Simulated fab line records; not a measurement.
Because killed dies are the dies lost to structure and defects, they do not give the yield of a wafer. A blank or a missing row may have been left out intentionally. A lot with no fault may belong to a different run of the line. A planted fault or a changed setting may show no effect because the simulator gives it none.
Which tool was responsible? + flow n5-finfet + 36 wafers from 12 lots sampled at 3 of the route's 1938 steps

## WHAT THE GAUGES SHOWED, per wafer
N5_BEOL_M13_INSPECT_12: inspects for defects (macro).
| lot  | measured     | on                | raw-defect-count |
|------|--------------|-------------------|------------------|
| L079 | day 12 05:55 | defect-inspect-01 | 3 2 0            |
| L076 | day 12 06:26 | defect-inspect-02 | 6 3 2            |
| L078 | day 12 21:18 | defect-inspect-02 | 0 4 1            |
| L081 | day 13 09:49 | defect-inspect-02 | 2 1 3            |
| L085 | day 14 10:28 | defect-inspect-02 | 2 3 2            |
| L086 | day 15 20:55 | defect-inspect-02 | 0 5 1            |
| L083 | day 16 09:08 | defect-inspect-02 | 3 2 2            |
| L087 | day 16 18:05 | defect-inspect-02 | 2 2 2            |
| L093 | day 17 15:50 | defect-inspect-01 | 3 1 3            |
| L094 | day 18 02:39 | defect-inspect-01 | 0 0 1            |
| L097 | day 18 10:53 | defect-inspect-01 | 3 3 0            |
| L096 | day 19 05:44 | defect-inspect-01 | 2 2 1            |

## TOOL THAT RAN EACH LOT (tool first, then ch and the chambers of the sampled wafers, then the start)
| lot  | N5_BEOL_M11_ANNEAL_51            | N5_BEOL_M12_CMP_49            |
|------|----------------------------------|-------------------------------|
| L079 | rtp-anneal-01 ch 0, day 11 21:46 | cmp-02 ch 0,2, day 12 04:58   |
| L076 | rtp-anneal-01 ch 0, day 11 23:28 | cmp-03 ch 0,2,3, day 12 05:19 |
| L078 | rtp-anneal-01 ch 0, day 12 14:35 | cmp-04 ch 0,1,2, day 12 20:17 |
| L081 | rtp-anneal-01 ch 0, day 13 03:31 | cmp-03 ch 0,3, day 13 08:49   |
| L085 | rtp-anneal-02 ch 0, day 14 05:30 | cmp-02 ch 1,2,3, day 14 09:31 |
| L086 | rtp-anneal-01 ch 0, day 15 15:35 | cmp-02 ch 1,2,3, day 15 19:58 |
| L083 | rtp-anneal-01 ch 0, day 16 03:25 | cmp-02 ch 0,3, day 16 08:08   |
| L087 | rtp-anneal-01 ch 0, day 16 10:20 | cmp-03 ch 0,1,3, day 16 17:02 |
| L093 | rtp-anneal-02 ch 0, day 17 10:29 | cmp-04 ch 0,2, day 17 14:51   |
| L094 | rtp-anneal-01 ch 0, day 17 19:53 | cmp-04 ch 0,1,2, day 18 01:29 |
| L097 | rtp-anneal-01 ch 0, day 18 04:37 | cmp-02 ch 0,3, day 18 09:49   |
| L096 | rtp-anneal-02 ch 0, day 18 21:38 | cmp-02 ch 0,2,3, day 19 04:38 |
- N5_BEOL_M11_ANNEAL_51: time 90 s.
- N5_BEOL_M12_CMP_49: polishes, stops on SiOC, t overpolish 20.6 s, target thk 320 nm.

## THE ANSWER, worked out from the rows above alone
Rule: the usual values come from the lots themselves. The widest of any qualifying gaps counts: lots, ordered by their means at a reading, are off when they make up no more than a third of the lots, leave a main group of 4 or more, and stand apart from it by 3 or more times the standard deviation of that group's means. Not used: any main group whose means are identical at the precision the tables above print for the reading. Also off: a lot with no number at a reading for which 4 or more lots have one. Any other lot the step has rows for is counted as sound.
None of the lots is off at any reading shown; this tells nothing.

## WHAT THE SIMULATOR PUT IN
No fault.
